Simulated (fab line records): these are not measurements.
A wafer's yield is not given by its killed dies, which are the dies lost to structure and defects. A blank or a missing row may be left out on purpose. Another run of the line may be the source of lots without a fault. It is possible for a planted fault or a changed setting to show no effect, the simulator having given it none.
fab line records	flow nandHarc
[record] lots = 7	wafers = 21	lastDay = 33
route steps=1302 shown P_CONTACT@235
lots with no fault: from the same line, run without faults
startH: the number of hours between the record's first day and the start of the first shown wafer of the lot	waitH: hours from the lot's prior step to this one	" identical to the entry in the row above	L1.1+2: a row that stands for several wafers	- no value present, or no start provided	* or withheld: withheld	< > ~ a bound
route shown NAME@n: a module of which the file shows steps, and the number in the route of the first	usual: the fault-free wafers' mean and standard deviation	same: alike in all rows	chamber/n: place in a boat	sites: per-site readings	_std_site: their standard deviation	_edge_site: mean of outer sites minus mean of inner sites	radiusMm: for every site, how far away it sits from the centre of the wafer	mask NAME#n: copy n	behind: the most recent tool/chamber to have shaped the wafer	hold: what put the lot on hold/how long, in hours/how the hold closed	device: names the non-switching transistor (n, p or np)	end of line: the tests these same wafers got at the end of their route	a step given without rows: its recipe and nothing more	killed: dies lost to structure and defects at the first sort, not the wafer's yield	map: dies across one wafer; x = killed, . = not, _ = none there
set.NAME: the setting that was run; set.NAME@STEP: the one run at that earlier step	model.NAME: the simulator's own value behind a step, which no gauge read
certain route steps with their lots: each step a table, each wafer a row
services: when a tool's chamber went out of use (startH, in hours from the record's first day, below 0 if earlier), for how many hours, and the reason
[[steps]]
[step NHARC_P_CONTACT_DESCUM_17]
[recipe] timeS = 3	o2FlowSccm = 200	arFlowSccm = 0	biasPowerW = 0	chemistry = O2
[usual] drypumpMotorCurrentA = 5.7/0.53	oesProductAu = 1.002/0.0096	rfVppV = 57.7/0.88	showerheadPlenumPTorr = 1.90/0.094	throttleValvePct = 11.312/0.0097
[same] timeS = 3
lot.wafer	tool	chamber	startH	waitH	drypumpMotorCurrentA	oesProductAu	rfHoursCounterH	rfVppV	showerheadPlenumPTorr	throttleValvePct
L100.2	rieDiel-03	1	136.49	0.1	6.3	1.000	0.4	55.7	1.90	11.311
L100.3	"	3	"	"	5.9	0.995	0.4	57.1	2.07	11.305
L100.4	"	0	"	"	5.8	0.999	0.4	56.8	1.82	11.328
L105.4	rieDiel-05	3	189.87	0.1	5.8	1.006	3.1	59.2	1.90	11.310
L105.2	"	0	"	"	4.8	1.008	3.3	58.9	1.86	11.324
L105.6	"	0	"	"	4.8	1.000	-	55.7	1.86	11.307
L110.3	rieDiel-03	3	244.67	0.1	5.9	0.985	3.4	58.5	2.06	11.307
L110.4	"	0	"	"	5.8	1.000	3.2	58.4	1.82	11.314
L110.6	"	3	"	"	5.9	0.991	-	57.6	2.06	11.318
L111.2	rieDiel-05	1	249.07	0.1	5.5	0.990	0.1	55.0	1.84	11.320
L111.1	"	2	"	"	5.8	0.989	0.1	57.1	1.82	11.296
L111.4	"	0	"	"	4.9	1.000	0.1	57.5	1.86	11.315
L112.3	rieDiel-05	0	265.18	0.1	4.8	1.006	0.6	57.5	1.86	11.306
L112.2	"	1	"	"	5.5	0.999	0.6	57.5	1.84	11.302
L112.4	"	3	"	"	5.8	0.995	0.4	57.5	1.90	11.290
L117.2	rieDiel-02	3	308.65	0.1	4.7	1.008	3.7	58.4	2.05	11.325
L117.5	"	0	"	"	6.2	1.008	-	56.6	1.77	11.314
L117.6	"	1	"	"	6.0	1.020	-	59.3	2.01	11.324
L120.1	rieDiel-03	0	345.86	0.1	5.8	1.001	0.7	57.1	1.82	11.293
L120.4	"	3	"	"	5.9	0.999	0.9	58.7	2.06	11.321
L120.5	"	1	"	"	6.3	0.997	-	57.1	1.90	11.306
[step NHARC_P_CONTACT_ETCH_35]
[recipe] targetDepthA = 390	overEtchFrac = 0.3	timeS = 65	ionEnergyEv = 80	cf4FlowSccm = 150	arFlowSccm = 0	rfW = 300	biasW = 100	chemistry = CF4
[usual] drypumpMotorCurrentA = 5.7/0.53	oesProductAu = 1.002/0.0088	rfFwdPowerW = 297.5/1.2	rfVppV = 151.1/1.2	showerheadPlenumPTorr = 1.76/0.081	throttleValvePct = 13.283/0.0088
[same] overEtchFrac = 0.3	timeS = 65
lot.wafer	tool	chamber	startH	waitH	drypumpMotorCurrentA	oesProductAu	rfFwdPowerW	rfHoursCounterH	rfVppV	showerheadPlenumPTorr	throttleValvePct
L100.3	rieDiel-03	3	136.57	0.1	5.9	0.991	296.3	0.4	153.6	1.90	13.289
L100.2	"	1	"	"	6.3	1.002	296.3	0.4	151.3	1.76	13.277
L100.4	"	2	"	"	5.2	0.996	298.7	0.4	151.3	1.73	13.292
L105.4	rieDiel-05	2	189.97	0.1	5.8	0.984	297.3	2.6	150.5	1.69	13.288
L105.2	"	3	"	"	5.8	0.994	297.3	3.1	151.3	1.76	13.269
L105.6	"	1	"	"	5.5	1.006	297.3	-	151.4	1.71	13.293
L110.3	rieDiel-03	1	244.76	0.1	6.3	0.999	296.2	3.2	150.0	1.76	13.291
L110.4	"	3	"	"	5.9	0.996	298.3	3.4	153.5	1.90	13.280
L110.6	"	0	"	"	5.8	0.985	297.1	-	149.7	1.69	13.281
L111.4	rieDiel-05	0	249.15	0.1	4.8	0.993	299.2	0.1	149.9	1.73	13.290
L111.2	"	1	"	"	5.5	0.996	298.4	0.1	151.7	1.71	13.274
L111.1	"	2	"	"	5.8	0.994	297.0	0.1	150.8	1.69	13.284
L112.3	rieDiel-05	3	265.27	0.1	5.8	1.002	298.8	0.4	152.2	1.76	13.293
L112.2	"	0	"	"	4.8	0.996	297.7	0.6	151.3	1.72	13.283
L112.4	"	1	"	"	5.5	0.999	298.7	0.7	150.8	1.71	13.305
L117.2	rieDiel-02	0	308.72	0.1	6.2	0.999	298.9	3.9	150.0	1.65	13.279
L117.6	"	3	"	"	4.7	1.005	297.8	-	151.4	1.89	13.290
L117.5	"	0	"	"	6.2	1.004	299.1	-	149.3	1.65	13.262
L120.4	rieDiel-03	1	345.95	0.1	6.3	0.991	296.7	1.0	152.9	1.76	13.280
L120.1	"	3	"	"	5.9	0.986	296.4	1.0	154.1	1.90	13.281
L120.5	"	0	"	"	5.8	0.998	295.9	-	150.7	1.69	13.288
[step NHARC_P_CONTACT_ETCH_36]
[recipe] targetDepthA = 2600	overEtchFrac = 0.25	timeS = 406.25	ionEnergyEv = 200	n2FlowSccm = 150	h2FlowSccm = 150	arFlowSccm = 0	rfW = 400	biasW = 150	chemistry = N2/H2
[step NHARC_P_CONTACT_ETCH_18]
[recipe] targetDepthA = 4810	timeS = 240.5	c4f8FlowSccm = 20	o2FlowSccm = 10	arFlowSccm = withheld	rfW = 600	biasW = 1500	chemistry = C4F8/O2/Ar
[step NHARC_P_CONTACT_STRIP_37]
[recipe] c4f8FlowSccm = withheld	o2FlowSccm = 8	arFlowSccm = withheld	biasW = 0	chemistry = C4F8/O2/Ar
[step NHARC_P_CONTACT_ETCH_31]
[recipe] targetDepthA = 300	timeS = 85.7	ionEnergyEv = 120	overEtchFrac = 1	ch3fFlowSccm = 50	o2FlowSccm = 30	arFlowSccm = 200	rfW = 500	biasW = 100	chemistry = CH3F/O2
[usual] ch3fFlowSccm = 49.99/0.16	drypumpMotorCurrentA = 5.7/0.53	oesProductAu = 0.980/0.014	rfFwdPowerW = 496.9/1.8	rfVppV = 244.1/1.8	showerheadPlenumPTorr = 2.44/0.12	throttleValvePct = 20.663/0.0089
[same] overEtchFrac = 1	timeS = 85.7
lot.wafer	tool	chamber	startH	waitH	ch3fFlowSccm	drypumpMotorCurrentA	oesProductAu	rfFwdPowerW	rfHoursCounterH	rfVppV	showerheadPlenumPTorr	throttleValvePct
L100.3	rieDiel-03	1	-	-	49.92	6.2	0.980	496.7	0.6	243.6	2.44	20.669
L100.4	"	2	"	"	50.07	5.2	0.973	496.3	0.6	243.5	2.40	20.673
L100.2	"	0	"	"	50.14	5.8	0.979	496.5	0.8	244.2	2.35	20.662
L105.2	rieDiel-05	2	-	-	49.71	5.8	0.944	498.6	2.8	242.5	2.35	20.657
L105.4	"	3	"	"	49.94	5.8	0.961	496.7	3.3	243.4	2.44	20.658
L105.6	"	2	"	"	49.99	5.8	0.931	497.3	-	242.1	2.35	20.664
L110.4	rieDiel-03	3	-	-	49.90	5.9	0.980	496.2	3.7	246.9	2.64	20.662
L110.3	"	2	"	"	50.46	5.2	0.958	497.1	2.7	243.9	2.40	20.652
L110.6	"	3	"	"	49.87	5.9	0.969	496.6	-	246.6	2.65	20.662
L111.2	rieDiel-05	1	-	-	49.98	5.5	0.983	499.2	0.5	243.4	2.37	20.657
L111.4	"	3	"	"	49.99	5.8	0.993	497.5	0.3	243.6	2.44	20.676
L111.1	"	0	"	"	49.89	4.8	0.988	495.6	0.5	244.0	2.40	20.655
L112.4	rieDiel-05	0	-	-	50.12	4.8	0.972	497.8	0.9	244.5	2.40	20.661
L112.3	"	1	"	"	50.09	5.5	0.956	496.8	1.0	242.9	2.37	20.679
L112.2	"	3	"	"	49.80	5.8	0.981	495.1	0.7	243.5	2.44	20.665
L117.2	rieDiel-02	2	-	-	49.84	6.3	0.995	494.1	4.4	241.9	2.34	20.658
L117.6	"	3	"	"	49.85	4.7	0.990	496.9	-	245.0	2.63	20.657
L117.5	"	0	"	"	50.16	6.2	0.980	497.6	-	240.8	2.29	20.679
L120.1	rieDiel-03	3	-	-	50.01	5.9	0.982	495.6	1.3	247.4	2.64	20.665
L120.4	"	0	"	"	50.25	5.8	0.982	493.6	0.9	242.7	2.34	20.644
L120.5	"	3	"	"	49.80	5.9	0.975	496.5	-	247.0	2.64	20.684
[step NHARC_P_CONTACT_CD_MEAS_19]
[usual] cdNm = 89.8/1.3
lot.wafer	tool	chamber	startH	waitH	cdNm
L100.2	cdSem-01	-	137.36	-	91.5
L100.3	"	-	"	"	88.5
L100.4	"	-	"	"	87.8
L105.2	cdSem-02	-	190.75	-	89.9
L105.4	"	-	"	"	91.0
L105.6	"	-	"	"	89.9
L110.3	cdSem-02	-	245.54	-	91.4
L110.4	"	-	"	"	90.9
L110.6	"	-	"	"	90.8
L111.1	cdSem-01	-	249.95	-	88.7
L111.2	"	-	"	"	89.6
L111.4	"	-	"	"	88.8
L112.2	cdSem-02	-	266.05	-	87.9
L112.3	"	-	"	"	88.8
L112.4	"	-	"	"	92.2
L117.2	cdSem-03	-	309.50	-	91.6
L117.5	"	-	"	"	90.2
L117.6	"	-	"	"	90.8
L120.1	cdSem-02	-	346.73	-	91.0
L120.4	"	-	"	"	87.7
L120.5	"	-	"	"	88.4
[step NHARC_P_CONTACT_STRIP_28]
[recipe] o2FlowSccm = 500	arFlowSccm = 0	biasW = 0	chemistry = O2
[usual] drypumpMotorCurrentA = 5.7/0.52	oesProductAu = 1.001/0.0088	rfVppV = 57.7/0.9	showerheadPlenumPTorr = 3.50/0.16	throttleValvePct = 17.036/0.0089
lot.wafer	tool	chamber	startH	waitH	drypumpMotorCurrentA	oesProductAu	rfHoursCounterH	rfVppV	showerheadPlenumPTorr	throttleValvePct
L100.2	rieDiel-02	0	137.43	0.1	6.2	1.005	6.5	56.3	3.29	17.053
L100.3	"	2	"	"	6.3	1.002	3.5	56.0	3.37	17.042
L100.4	"	3	"	"	4.7	0.999	6.8	58.0	3.77	17.044
L105.4	rieDiel-02	3	190.85	0.1	4.7	0.987	9.0	58.7	3.77	17.050
L105.2	"	0	"	"	6.3	0.996	8.8	57.1	3.29	17.038
L105.6	"	2	"	"	6.3	1.002	-	57.3	3.37	17.039
L110.3	rieDiel-02	2	245.63	0.1	6.3	1.009	0.4	58.4	3.37	17.039
L110.4	"	0	"	"	6.2	1.015	0.4	58.0	3.29	17.034
L110.6	"	1	"	"	6.0	1.020	-	59.1	3.70	17.050
L111.1	rieDiel-03	0	250.02	0.1	5.8	0.994	3.6	58.0	3.37	17.037
L111.2	"	2	"	"	5.2	0.997	2.7	57.7	3.44	17.050
L111.4	"	3	"	"	5.9	0.998	3.8	59.6	3.79	17.024
L112.2	rieDiel-03	0	266.12	0.1	5.8	0.994	4.0	58.0	3.37	17.031
L112.3	"	1	"	"	6.3	0.993	3.9	57.5	3.51	17.032
L112.4	"	2	"	"	5.2	0.986	3.0	58.6	3.44	17.035
L117.2	rieDiel-03	0	309.59	0.1	5.8	1.001	0.0	57.2	3.37	17.057
L117.5	"	3	"	"	5.9	0.990	-	57.9	3.79	17.045
L117.6	"	1	"	"	6.3	0.989	-	59.0	3.50	17.044
L120.1	rieDiel-02	2	346.84	0.1	6.2	1.003	6.1	56.3	3.36	17.033
L120.4	"	3	"	"	4.7	0.999	5.8	58.5	3.77	17.037
L120.5	"	1	"	"	6.0	1.018	-	59.2	3.70	17.034
[step NHARC_P_CONTACT_STRIP_29]
[recipe] timeS = 1200	tempC = 72.5	chemistry = postEtchResidueRemover
[step NHARC_P_CONTACT_DEGAS_38]
[recipe] tempC = 300	timeS = 60
[step NHARC_P_CONTACT_PRE_CLEAN_39]
[recipe] timeS = 19.5	biasV = 250	gas = Ar
[step NHARC_P_CONTACT_PVD_32]
[recipe] targetThkA = 50	chamberPressurePa = 5	powerW = 5000	substrateTempC = 200	timeS = 17.7	material = Ti
[usual] throttleValvePct = 30.4/0.92
[same] timeS = 17.7
lot.wafer	tool	chamber	startH	waitH	throttleValvePct
L100.4	pvdSputter-02	-	-	-	31.4
L100.2	"	-	"	"	31.6
L100.3	"	-	"	"	29.0
L105.4	pvdSputter-03	-	-	-	30.1
L105.2	"	-	"	"	30.1
L105.6	"	-	"	"	30.2
L110.4	pvdSputter-02	-	-	-	31.7
L110.3	"	-	"	"	28.9
L110.6	"	-	"	"	30.9
L111.4	pvdSputter-03	-	-	-	29.6
L111.2	"	-	"	"	29.9
L111.1	"	-	"	"	30.0
L112.2	pvdSputter-03	-	-	-	29.7
L112.4	"	-	"	"	30.4
L112.3	"	-	"	"	29.6
L117.2	pvdSputter-03	-	-	-	30.0
L117.5	"	-	"	"	29.7
L117.6	"	-	"	"	29.5
L120.1	pvdSputter-01	-	-	-	29.8
L120.4	"	-	"	"	30.8
L120.5	"	-	"	"	30.6
[step NHARC_P_CONTACT_ALD_22]
[recipe] targetThkA = 30	pulseTimeS = 1	aldCycles = 150	tempC = 450	material = TiN
[usual] aldCycles = 150/0	heaterPowerOuterW = 684/61	heaterPowerW = 1078/110	precursorPulseHeightRel = 0.998/0.02
lot.wafer	tool	chamber	startH	waitH	aldCycles	heaterPowerOuterW	heaterPowerW	precursorPulseHeightRel	sinceWetCleanH
L100.2	aldMetal-04	0	138.31	-	150	721	1112	1.008	10
L100.3	"	1	"	"	150	618	1004	0.966	10
L100.4	"	2	"	"	150	649	982	0.971	10
L105.4	aldMetal-01	3	191.73	-	150	690	1153	0.997	12
L105.2	"	2	"	"	150	715	1138	0.990	12
L105.6	"	3	"	"	150	676	1137	1.010	-
L110.3	aldMetal-04	3	246.49	-	-	-	-	-	-
L110.4	"	0	"	"	-	-	-	-	-
L110.6	"	3	"	"	-	-	-	-	-
L111.1	aldMetal-02	1	250.90	-	-	-	-	-	-
L111.2	"	3	"	"	-	-	-	-	-
L111.4	"	0	"	"	-	-	-	-	-
L112.4	aldMetal-02	1	267.02	-	-	-	-	-	-
L112.2	"	2	"	"	-	-	-	-	-
L112.3	"	3	"	"	-	-	-	-	-
L117.2	aldMetal-02	1	310.48	-	150	658	982	0.997	47
L117.6	"	1	"	"	150	692	991	0.997	-
L117.5	"	2	"	"	150	632	1079	0.979	-
L120.4	aldMetal-04	2	347.71	-	150	687	1050	1.041	42
L120.1	"	0	"	"	150	678	1073	1.026	42
L120.5	"	2	"	"	150	679	1041	1.000	-
[step NHARC_P_CONTACT_CVD_23]
[recipe] targetThkA = 2000	tempC = 300	pressureTorr = 40	wf6FlowSccm = 40	h2FlowSccm = 1600	arFlowSccm = 1560	timeS = 557	material = W
[[services]]
tool	chamber	startH	hours	kind
rieDiel-03	0	115.34	5.1	repair
aldMetal-04	-	118.00	10.0	pm
pvdSputter-03	-	124.06	1.2	repair
rieDiel-03	1	140.05	3.4	repair
pvdSputter-03	-	170.32	10.0	pm
rieDiel-03	2	178.51	2.2	repair
pvdSputter-03	-	181.85	3.1	repair
rieDiel-03	-	183.40	0.6	repair
aldMetal-02	2	211.03	8.9	repair
rieDiel-02	-	216.72	9.0	pm
rieDiel-03	2	226.02	17.2	repair
rieDiel-05	-	229.62	9.0	pm
rieDiel-03	0	234.50	2.8	repair
rieDiel-02	-	238.75	1.7	repair
aldMetal-02	-	254.00	10.0	pm
rieDiel-03	2	260.24	5.0	repair
rieDiel-02	0	269.53	1.5	repair
rieDiel-03	0	276.18	32.9	repair
rieDiel-03	-	281.30	9.0	pm
aldMetal-04	-	296.00	10.0	pm
aldMetal-02	-	299.48	1.7	repair
rieDiel-03	2	301.44	10.0	repair
aldMetal-02	1	326.12	33.2	repair
rieDiel-03	3	330.80	5.6	repair
[[key]]
[firstSign] step = NHARC_P_CONTACT_ALD_22	reading = toolRecord	direction = missing
effect none on later readings
metAt NHARC_P_CONTACT_ALD_22
struckWafers L110.3,L110.4,L110.6,L111.1,L111.2,L111.4,L112.2,L112.3,L112.4
laterRowsLeftOut L110.3,L110.4,L110.6,L111.1,L111.2,L111.4,L112.2,L112.3,L112.4
sortLeftOut L110.3,L110.4,L110.6,L111.1,L111.2,L111.4,L112.2,L112.3,L112.4
testerLeftOut L110,L111,L112
onsetBetween 138.31 246.49
[fault] kind = skippedStepWhole	tool = aldMetal-02,aldMetal-04	chamber = -	onsetH = 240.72	steps = NHARC_P_CONTACT_ALD_22	scope = struckLotsOnly
// testerLeftOut: of these lots the tester's yield and bins aren't shown, on N5 and GAA mostly nor the transistor test; their killed dies are dies lost to structure and defects alone, not to doping, threshold or leakage, so they don't give the yield
// sortLeftOut: the simulated sort isn't trusted on such a fault, so these wafers' sort isn't shown, and their yield isn't known
// laterRowsLeftOut: the simulator's readings of these wafers behind a module that went badly wrong aren't trusted and aren't shown, but for the sort
